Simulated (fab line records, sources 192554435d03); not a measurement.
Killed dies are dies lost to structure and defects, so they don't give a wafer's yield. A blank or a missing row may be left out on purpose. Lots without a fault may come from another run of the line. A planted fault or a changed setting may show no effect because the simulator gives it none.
Chamber matching | flow n5_finfet | N5_BEOL_M11_CURE_72 on uv_cure-02: 3 sister chambers
The step cures SiCOH lowk, time 120 s. 20 wafers are shown with their chamber, then 10 later ones without.

WAFERS WITH THEIR CHAMBER
wafer  | chamber | wafer_temp_C_max | lamp_power_pct (%)
L074.2 | 1       | 372.5            | 52.31
L074.3 | 1       | 373.5            | 52.29
L074.5 | 1       | 373.5            | 52.41
L075.1 | 0       | 372.6            | 52.40
L075.5 | 0       | 371.3            | 52.44
L075.6 | 0       | 371.9            | 52.15
L078.3 | 1       | 373.3            | 52.36
L078.5 | 1       | 372.8            | 52.26
L078.6 | 1       | 373.5            | 52.34
L079.2 | 1       | 374.4            | 52.29
L079.5 | 1       | 372.9            | 52.28
L079.6 | 1       | 373.5            | 52.32
L082.1 | 1       | 372.6            | 52.29
L082.2 | 1       | 373.2            | 52.42
L082.5 | 1       | 373.8            | 52.39
L085.2 | 0       | 372.5            | 52.32
L085.3 | 0       | 373.5            | 52.22
L085.5 | 0       | 373.5            | 52.29
L089.1 | 2       | 371.7            | 52.26
L089.2 | 2       | 371.7            | 52.28

SIGNATURES (means of the wafers above)
reading          | chamber 0 | chamber 1 | chamber 2 | scatter within a chamber
wafer_temp_C_max | 372.550   | 373.292   | 371.700   | 0.64
lamp_power_pct   | 52.3033   | 52.3300   | 52.2700   | 0.0731
Rule: a wafer's distance from a chamber is the root of the sum, over the readings, of the square of ((its reading less the chamber's mean) divided by the reading's scatter). The wafer belongs to the nearest chamber; if the next one is less than 2 further off, it can't be placed. The scatter: the root of (the sum of the squares of (reading less its chamber's mean) over the shown wafers, divided by (wafers less chambers)).

WAFERS WITHOUT THEIR CHAMBER
wafer  | wafer_temp_C_max | lamp_power_pct (%)
L089.5 | 372.2            | 52.29
L092.1 | 373.1            | 52.24
L092.2 | 373.1            | 52.28
L092.3 | 372.4            | 52.35
L094.2 | 373.1            | 52.29
L094.4 | 372.2            | 52.32
L094.5 | 372.5            | 52.31
L097.1 | 374.1            | 52.30
L097.5 | 373.8            | 52.28
L097.6 | 372.2            | 52.48

WHICH CHAMBER EACH WENT THROUGH
wafer  | from the rows above          | in truth
L089.5 | can't be placed: 0 or 2 or 1 | 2
L092.1 | can't be placed: 0 or 1 or 2 | 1
L092.2 | can't be placed: 1 or 0 or 2 | 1
L092.3 | can't be placed: 0 or 1 or 2 | 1
L094.2 | can't be placed: 1 or 0 or 2 | 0
L094.4 | can't be placed: 0 or 2 or 1 | 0
L094.5 | can't be placed: 0 or 1 or 2 | 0
L097.1 | can't be placed: 1 or 0      | 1
L097.5 | can't be placed: 1 or 0      | 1
L097.6 | can't be placed: 0 or 1 or 2 | 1
Placed correctly: 0 of 10. Can't be placed from these rows: 10 (the true chamber is among the candidates in 10). Placed wrongly: 0.
